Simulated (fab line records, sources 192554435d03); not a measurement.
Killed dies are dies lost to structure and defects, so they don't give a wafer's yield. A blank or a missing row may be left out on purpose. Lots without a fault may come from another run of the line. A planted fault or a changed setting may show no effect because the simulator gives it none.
Which tool did it? | flow n5_finfet | 11 lots, 33 wafers sampled, at 1 step of a route of 1938

WHAT THE GAUGES READ, wafer by wafer
N5_BEOL_M13_OVL_MEAS_11.
lot  | measured     | on         | V12_OVL (nm)
L182 | day 11 05:38 | overlay-01 | 0 4 1
L184 | day 11 11:26 | overlay-01 | -4 -10 -2
L185 | day 11 19:37 | overlay-02 | -5 -11 0
L187 | day 12 11:31 | overlay-01 | -4 -11 1
L188 | day 13 02:51 | overlay-01 | 1 -12 -1
L193 | day 13 21:58 | overlay-02 | 6 -6 -6
L194 | day 14 08:16 | overlay-02 | -21 -14 -7
L195 | day 14 14:51 | overlay-02 | 0 -11 -6
L201 | day 17 04:51 | overlay-02 | -6 -5 -12
L204 | day 17 10:31 | overlay-02 | 1 -8 -3
L205 | day 18 01:08 | overlay-02 | -15 -15 -5

WHICH TOOL RAN EACH LOT (tool, then ch and the chambers of the sampled wafers, then the start)
The record holds no process step before these readings.

THE ANSWER, worked out from the rows above alone
Rule: what is usual is taken from the lots themselves. Put in order of their means at a reading, lots are off if they are a third of the lots or fewer, leave a main group of 4 or more, and stand apart from it by a gap of 3 or more times the standard deviation of the main group's means; of several such gaps the widest counts. A main group whose means are all the same, to the digits that the tables above print for the reading, isn't used. A lot without any number at a reading at which 4 lots or more have one is off too. The other lots that the step has rows for count as sound.
No lot is off at any reading shown: from this, nothing can be told.

WHAT THE SIMULATOR HAD PUT IN
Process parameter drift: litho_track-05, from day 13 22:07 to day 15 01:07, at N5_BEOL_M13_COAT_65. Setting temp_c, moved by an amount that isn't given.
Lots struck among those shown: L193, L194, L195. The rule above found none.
